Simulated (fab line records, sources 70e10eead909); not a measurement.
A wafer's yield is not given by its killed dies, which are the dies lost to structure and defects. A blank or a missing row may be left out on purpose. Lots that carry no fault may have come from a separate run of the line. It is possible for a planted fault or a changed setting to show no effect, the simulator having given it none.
What tool caused it? | flow nand_harc | 36 wafers from 12 lots sampled at 5 of the route's 1302 steps

== WHAT THE GAUGES READ, wafer by wafer ==
NHARC_A_SGD_CUT_THK_MEAS_22: measures by ellipsometry.
lot  | measured     | on            | thk_nm (nm)
L075 | day 20 04:10 | film_metro-01 | 148.0 148.8 147.0
L078 | day 20 23:43 | film_metro-01 | 148.5 148.1 149.3
L079 | day 21 22:36 | film_metro-01 | 146.3 148.1 147.5
L081 | day 22 06:08 | film_metro-01 | 148.4 147.3 147.6
L082 | day 23 00:28 | film_metro-02 | 150.2 148.2 146.5
L085 | day 23 17:07 | film_metro-02 | 146.3 148.7 148.9
L087 | day 24 06:23 | film_metro-01 | 148.4 146.1 147.7
L088 | day 25 06:58 | film_metro-02 | 148.3 150.2 147.3
L090 | day 26 06:47 | film_metro-01 | 147.3 150.4 145.3
L093 | day 27 07:17 | film_metro-02 | 150.5 148.9 147.1
L095 | day 28 05:27 | film_metro-02 | 146.7 150.7 148.0
L097 | day 28 18:00 | film_metro-02 | 147.6 147.9 146.3

== TOOL THAT RAN EACH LOT (tool first, then ch and the chambers of the sampled wafers, then the start) ==
lot  | NHARC_A_STAIRCASE_ETCH_451                    | NHARC_A_STAIRCASE_STRIP_295                   | NHARC_A_STAIRCASE_HM_DEP_462  | NHARC_A_STAIRCASE_CMP_152
L075 | rie_diel-02 ch 0,1,3, day 17 11:01 or earlier | rie_diel-02 ch 1,2,3, day 17 11:01 or earlier | acl_dep-03 ch 0, day 17 11:01 | cmp-01 ch 0,2, day 19 18:55
L078 | rie_diel-10 ch 1,3, day 18 07:14 or earlier   | rie_diel-10 ch 0,1,2, day 18 07:14 or earlier | acl_dep-03 ch 0, day 18 07:14 | cmp-01 ch 1,3, day 20 14:49
L079 | rie_diel-01 ch 0,1,2, day 19 07:56 or earlier | rie_diel-10 ch 0,1,2, day 19 07:56 or earlier | acl_dep-01 ch 0, day 19 07:56 | cmp-01 ch 0,2,3, day 21 13:45
L081 | rie_diel-02 ch 0,2,3, day 19 21:00 or earlier | rie_diel-02 ch 1,3, day 19 21:00 or earlier   | acl_dep-03 ch 0, day 19 21:00 | cmp-03 ch 0,1,2, day 21 21:08
L082 | rie_diel-01 ch 0,1, day 20 13:30 or earlier   | rie_diel-10 ch 0,2, day 20 13:30 or earlier   | acl_dep-02 ch 0, day 20 13:30 | cmp-03 ch 1,2,3, day 22 14:44
L085 | rie_diel-01 ch 0,1,3, day 21 12:01 or earlier | rie_diel-10 ch 2,3, day 21 12:01 or earlier   | acl_dep-02 ch 0, day 21 12:01 | cmp-01 ch 0,1,2, day 23 07:56
L087 | rie_diel-02 ch 0,3, day 21 23:58 or earlier   | rie_diel-10 ch 1,3, day 21 23:58 or earlier   | acl_dep-03 ch 0, day 21 23:58 | cmp-03 ch 1,2, day 23 21:48
L088 | rie_diel-01 ch 0,2, day 23 01:30 or earlier   | rie_diel-01 ch 0,1,3, day 23 01:30 or earlier | acl_dep-03 ch 0, day 23 01:30 | cmp-02 ch 0,2, day 24 21:19
L090 | rie_diel-01 ch 0,1, day 24 00:03 or earlier   | rie_diel-01 ch 1,3, day 24 00:03 or earlier   | acl_dep-02 ch 0, day 24 00:03 | cmp-01 ch 0,1,2, day 26 00:38
L093 | rie_diel-10 ch 0,1, day 24 22:27 or earlier   | rie_diel-10 ch 1,2, day 24 22:27 or earlier   | acl_dep-02 ch 0, day 24 22:27 | cmp-02 ch 1,2,3, day 26 22:30
L095 | rie_diel-01 ch 0,1,3, day 25 20:28 or earlier | rie_diel-01 ch 1,2,3, day 25 20:28 or earlier | acl_dep-02 ch 0, day 25 20:28 | cmp-01 ch 0,1,3, day 27 20:04
L097 | rie_diel-01 ch 0,2,3, day 26 04:38 or earlier | rie_diel-01 ch 0,2,3, day 26 04:38 or earlier | acl_dep-02 ch 0, day 26 04:38 | cmp-02 ch 2,3, day 28 05:35
- NHARC_A_STAIRCASE_ETCH_451: etches the open film in CF4/O2, target depth 30 nm, overetch 3 nm, time 16.5 s.
- NHARC_A_STAIRCASE_STRIP_295: strips in O2.
- NHARC_A_STAIRCASE_HM_DEP_462: deposits aC, target thk 800 nm.
- NHARC_A_STAIRCASE_CMP_152: polishes.

== THE ANSWER, worked out from the rows above alone ==
Rule: usual is defined by the lots themselves. Put in order of their means at a reading, lots are off if they are a third of the lots or fewer, leave a main group of 4 or more, and stand apart from it by a gap of 3 or more times the standard deviation of the main group's means; of several such gaps the widest counts. A main group whose means are all the same, to the digits that the tables above print for the reading, isn't used. A lot without any number at a reading at which 4 lots or more have one is off too. The other lots that the step has rows for count as sound.
No lot is off at any reading shown: from this, nothing can be told.

== WHAT HAD BEEN PUT IN BY THE SIMULATOR ==
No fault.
